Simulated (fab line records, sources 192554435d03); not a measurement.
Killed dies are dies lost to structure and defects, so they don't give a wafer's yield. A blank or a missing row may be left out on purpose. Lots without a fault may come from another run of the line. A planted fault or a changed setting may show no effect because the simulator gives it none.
Which tool did it? | flow n5_finfet | 14 lots, 42 wafers sampled, at 4 steps of a route of 1938

WHAT THE GAUGES READ, wafer by wafer
N5_MOL_CONTACT_COAG_CD_MEAS_08: target cd 28 nm. Usual: cd_nm 28.10 nm, standard deviation 0.26.
lot  | measured     | on        | cd_nm (nm)        | flag
L612 | day 4 21:02  | cd_sem-03 | 28.17 27.93 27.94 |
L613 | day 4 22:56  | cd_sem-03 | 28.54 28.17 28.18 |
L615 | day 5 09:34  | cd_sem-03 | 27.97 28.09 28.06 |
L616 | day 5 17:47  | cd_sem-02 | 28.09 27.49 28.11 |
L617 | day 5 20:15  | cd_sem-01 | 27.60 27.74 28.35 |
L619 | day 6 11:03  | cd_sem-01 | 28.33 27.74 27.59 |
L624 | day 7 22:41  | cd_sem-01 | - - -             | OFF
L625 | day 7 23:52  | cd_sem-01 | - - -             | OFF
L629 | day 9 02:47  | cd_sem-01 | 28.26 28.45 28.28 |
L630 | day 9 03:16  | cd_sem-01 | 28.05 27.78 27.80 |
L631 | day 9 09:09  | cd_sem-02 | 28.10 28.40 28.26 |
L633 | day 10 02:49 | cd_sem-02 | 27.99 28.18 28.17 |
L634 | day 10 03:57 | cd_sem-01 | 28.24 27.87 27.95 |
L635 | day 10 08:59 | cd_sem-02 | 28.19 27.85 28.13 |

WHICH TOOL RAN EACH LOT (tool, then ch and the chambers of the sampled wafers, then the start)
lot  | N5_GATE_CUT_ETCH_47               | N5_GATE_CUT_CMP_43            | N5_MOL_CONTACT_COAG_EXPOSE_05
L612 | rie_metal-03 ch 0,1, day 4 15:59  | cmp-03 ch 1,2, day 4 19:59    | euv_scanner-02 ch 0, day 4 20:55
L613 | rie_metal-03 ch 0,1, day 4 19:47  | cmp-03 ch 1,2, day 4 22:01    | euv_scanner-02 ch 0, day 4 22:49
L615 | rie_metal-02 ch 0,1, day 5 06:26  | cmp-02 ch 1,2, day 5 08:34    | euv_scanner-01 ch 0, day 5 09:26
L616 | rie_metal-02 ch 0,1, day 5 14:31  | cmp-03 ch 0,2,3, day 5 16:40  | euv_scanner-02 ch 0, day 5 17:40
L617 | rie_metal-03 ch 0,1, day 5 17:08  | cmp-04 ch 0,3, day 5 19:19    | euv_scanner-02 ch 0, day 5 20:07
L619 | rie_metal-02 ch 0,1, day 6 07:44  | cmp-02 ch 0,1,3, day 6 10:09  | euv_scanner-01 ch 0, day 6 10:56
L624 | rie_metal-01 ch 0,1, day 7 19:26  | cmp-04 ch 0,1, day 7 21:38    | euv_scanner-01, day 7 22:34
L625 | rie_metal-03 ch 0,1, day 7 20:38  | cmp-04 ch 0,1, day 7 22:49    | euv_scanner-02, day 7 23:46
L629 | rie_metal-02 ch 0,1, day 8 22:37  | cmp-03 ch 1,2,3, day 9 01:51  | euv_scanner-01 ch 0, day 9 02:39
L630 | rie_metal-03 ch 0,1, day 9 00:00  | cmp-04 ch 0,1,2, day 9 02:13  | euv_scanner-02 ch 0, day 9 03:08
L631 | rie_metal-01 ch 0,1, day 9 06:02  | cmp-04 ch 0,2, day 9 08:13    | euv_scanner-02 ch 0, day 9 09:02
L633 | rie_metal-03 ch 0,1, day 9 23:29  | cmp-02 ch 1,3, day 10 01:49   | euv_scanner-02 ch 0, day 10 02:41
L634 | rie_metal-01 ch 0,1, day 10 00:50 | cmp-04 ch 1,2,3, day 10 03:06 | euv_scanner-02 ch 0, day 10 03:50
L635 | rie_metal-02 ch 0, day 10 05:32   | cmp-02 ch 0,2,3, day 10 07:50 | euv_scanner-01 ch 0, day 10 08:52
- N5_GATE_CUT_ETCH_47: etches SiO2 in Cl2/BCl3, target depth 10 nm.
- N5_GATE_CUT_CMP_43: polishes SiO2.
- N5_MOL_CONTACT_COAG_EXPOSE_05: exposes mask CA, defocus 0 nm.

WHAT THE TOOLS THEMSELVES READ (means of the sampled wafers that have a number; where no wafer has one, the mark that the record gives instead)
N5_GATE_CUT_ETCH_47. Usual: drypump_motor_current_A 5.4 A, standard deviation 0.4; oes_product_au 0.72 a.u., standard deviation 0.059; throttle_valve_pct 22.93 %, standard deviation 0.24.
lot  | tool         | drypump_motor_current_A (A) | oes_product_au (a.u.) | throttle_valve_pct (%) | flag
L612 | rie_metal-03 | 5.2                         | 0.71                  | 23.01                  |
L613 | rie_metal-03 | 5.2                         | 0.71                  | 23.01                  |
L615 | rie_metal-02 | 5.8                         | 0.79                  | 22.97                  |
L616 | rie_metal-02 | 5.8                         | 0.79                  | 22.98                  |
L617 | rie_metal-03 | 5.2                         | 0.71                  | 23.01                  |
L619 | rie_metal-02 | 5.4                         | 0.73                  | 23.07                  |
L624 | rie_metal-01 | 5.6                         | 0.77                  | 22.86                  |
L625 | rie_metal-03 | 5.2                         | 0.70                  | 23.02                  |
L629 | rie_metal-02 | 5.5                         | 0.72                  | 23.08                  |
L630 | rie_metal-03 | 5.2                         | 0.70                  | 23.02                  |
L631 | rie_metal-01 | 5.7                         | 0.75                  | 22.88                  |
L633 | rie_metal-03 | 5.1                         | 0.69                  | 22.87                  |
L634 | rie_metal-01 | 5.9                         | 0.71                  | 22.74                  |
L635 | rie_metal-02 | 5.1                         | 0.66                  | 23.18                  |

N5_GATE_CUT_CMP_43. Usual: motor_current_A 12.3 A, standard deviation 1.4.
lot  | tool   | motor_current_A (A) | flag
L612 | cmp-03 | 12.2                |
L613 | cmp-03 | 11.8                |
L615 | cmp-02 | 12.4                |
L616 | cmp-03 | 12.9                |
L617 | cmp-04 | 11.6                |
L619 | cmp-02 | 13.0                |
L624 | cmp-04 | 12.6                |
L625 | cmp-04 | 12.4                |
L629 | cmp-03 | 11.8                |
L630 | cmp-04 | 12.0                |
L631 | cmp-04 | 10.2                |
L633 | cmp-02 | 13.0                |
L634 | cmp-04 | 12.7                |
L635 | cmp-02 | 13.5                |

N5_MOL_CONTACT_COAG_EXPOSE_05. Usual: exposure_dose_mJ_cm2 38.22, standard deviation 0.072; focus_offset_nm 0.1 nm, standard deviation 0.56.
lot  | tool           | exposure_dose_mJ_cm2 | focus_offset_nm (nm) | flag
L612 | euv_scanner-02 | 38.27                | 0.6                  |
L613 | euv_scanner-02 | 38.27                | 1.0                  |
L615 | euv_scanner-01 | 38.14                | -0.2                 |
L616 | euv_scanner-02 | 38.24                | 0.1                  |
L617 | euv_scanner-02 | 38.29                | -0.8                 |
L619 | euv_scanner-01 | 38.16                | 0.4                  |
L624 | euv_scanner-01 | -                    | -                    | OFF
L625 | euv_scanner-02 | -                    | -                    | OFF
L629 | euv_scanner-01 | 38.11                | 0.0                  |
L630 | euv_scanner-02 | 38.23                | 0.4                  |
L631 | euv_scanner-02 | 38.28                | 0.7                  |
L633 | euv_scanner-02 | 38.31                | 0.7                  |
L634 | euv_scanner-02 | 38.22                | -0.4                 |
L635 | euv_scanner-01 | 38.17                | 0.8                  |

THE ANSWER, worked out from the rows above alone
Rule: a lot is off if the mean of its wafers that have a number lies more than 3 standard deviations from the usual mean. A lot without any number at a reading at which 4 lots or more have one is off too. The other lots that the step has rows for count as sound. The gauges are gone through in route order, then the tools' own readings, and for those a lot's mean is taken as printed above. The first step at which some lot is off is used, and at that step the reading that is off furthest; a lot without a number counts as furthest.
Off: L624, L625, at N5_MOL_CONTACT_COAG_CD_MEAS_08 (cd_nm). Without a number there: L624, L625.
A tool fits if, at a process step before that reading, it ran every lot that is off, and no sound lot after the first of them. The gauges at N5_MOL_CONTACT_COAG_CD_MEAS_08 aren't tried: what is off there is off at N5_MOL_CONTACT_COAG_EXPOSE_05 too, on other tools, and a gauge's error can't cause that. None of those tried fits.

WHAT THE SIMULATOR HAD PUT IN
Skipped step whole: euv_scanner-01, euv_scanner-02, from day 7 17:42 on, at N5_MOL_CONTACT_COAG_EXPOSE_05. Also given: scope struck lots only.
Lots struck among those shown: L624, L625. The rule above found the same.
